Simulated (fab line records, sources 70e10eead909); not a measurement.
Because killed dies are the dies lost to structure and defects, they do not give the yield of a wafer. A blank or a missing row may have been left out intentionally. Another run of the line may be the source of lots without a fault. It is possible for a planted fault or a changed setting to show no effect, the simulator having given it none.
One fault through the eyes of 2 desks	flow nand_harc	numbers are kept per desk, each desk with only its own; the story behind them comes last

## THE TOOL OWNER'S DESK: rie_diel-02
The tool's own readings at NHARC_A_CONTACT_ETCH_48 (etches the open film in CF4, target depth 39 nm, time 65 s): means of the sampled wafers that have a number, for each lot that ran on this tool. Marked OUT: a lot whose mean sits more than 4 standard deviations from the usual mean, which makes it out of limits; the brackets give that distance.
Columns: A = drypump_motor_current_A at NHARC_A_CONTACT_ETCH_48, usual 5.6 A; B = oes_product_au at NHARC_A_CONTACT_ETCH_48, usual 1.006 a.u.; C = rf_vpp_V at NHARC_A_CONTACT_ETCH_48, usual 151.6 V; D = run_length_s at NHARC_A_CONTACT_ETCH_48, usual 86.4 s; E = showerhead_plenum_p_Torr at NHARC_A_CONTACT_ETCH_48, usual 1.79 Torr; F = throttle_valve_pct at NHARC_A_CONTACT_ETCH_48, usual 13.284 %
lot	first seen here	A	B	C	D	E	F
L632	day 22 06:04	5.5	0.998	150.8	86.2	1.72	13.282
L634	day 22 21:40	5.3	1.022	150.8	86.4	1.73	13.287
L635	day 23 17:49	5.8	1.005	150.3	86.1	1.71	13.278
L640	day 25 18:26	5.8	1.005	151.6	86.3	1.80	13.293
L643	day 27 15:37	6.1	1.012	150.4	110.2 (+40) OUT	1.75	13.267
L646	day 27 21:52	5.8	1.006	152.0	101.9 (+26) OUT	1.80	13.289
L645	day 28 05:56	5.8	0.996	151.4	109.7 (+39) OUT	1.81	13.279
L652	day 30 14:31	5.8	1.005	151.9	86.2	1.79	13.288
This desk's verdict: out of limits on L643, L645, L646, starting with L643 at day 27 15:37 (run_length_s at NHARC_A_CONTACT_ETCH_48). L632, L634, L635, L640, L652: within limits.

## THE DEFECT DESK
Lot by lot, what the route's inspections counted, given as the mean of those sampled wafers with a number. Marked OUT: a lot whose mean sits more than 4 standard deviations from the usual mean, which makes it out of limits; the brackets give that distance.
Columns: A = raw_defect_count at NHARC_A_CONTACT_INSPECT_44, usual 78
lot	first seen here	A
L630	day 21 00:39	51
L632	day 22 05:55	106
L633	day 22 20:14	60
L634	day 22 21:17	98
L635	day 23 17:40	74
L638	day 24 17:32	25
L640	day 25 18:16	121
L643	day 27 15:27	48
L646	day 27 21:43	105
L645	day 28 05:47	59
L652	day 30 14:22	69
L653	day 30 14:31	84
This desk's verdict: no lot among the 12 shows anything out of limits.

## PUT TOGETHER
The tool owner's desk could have raised an alarm at day 27 15:37, on L643, L645, L646.
Nothing the defect desk looked at was out of limits.
The defect desk has L643, L645, L646 on record, within its limits.
On rie_diel-02, each named lot ran NHARC_A_CONTACT_ETCH_48.

## WHAT HAD BEEN PUT IN BY THE SIMULATOR
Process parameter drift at NHARC_A_CONTACT_ETCH_48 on rie_diel-02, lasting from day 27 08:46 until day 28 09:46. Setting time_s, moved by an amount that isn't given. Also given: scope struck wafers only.
Struck lots among those shown: L643, L645, L646.
Each desk's first reading out of limits, in hours after the fault started: the tool owner's desk, 7.
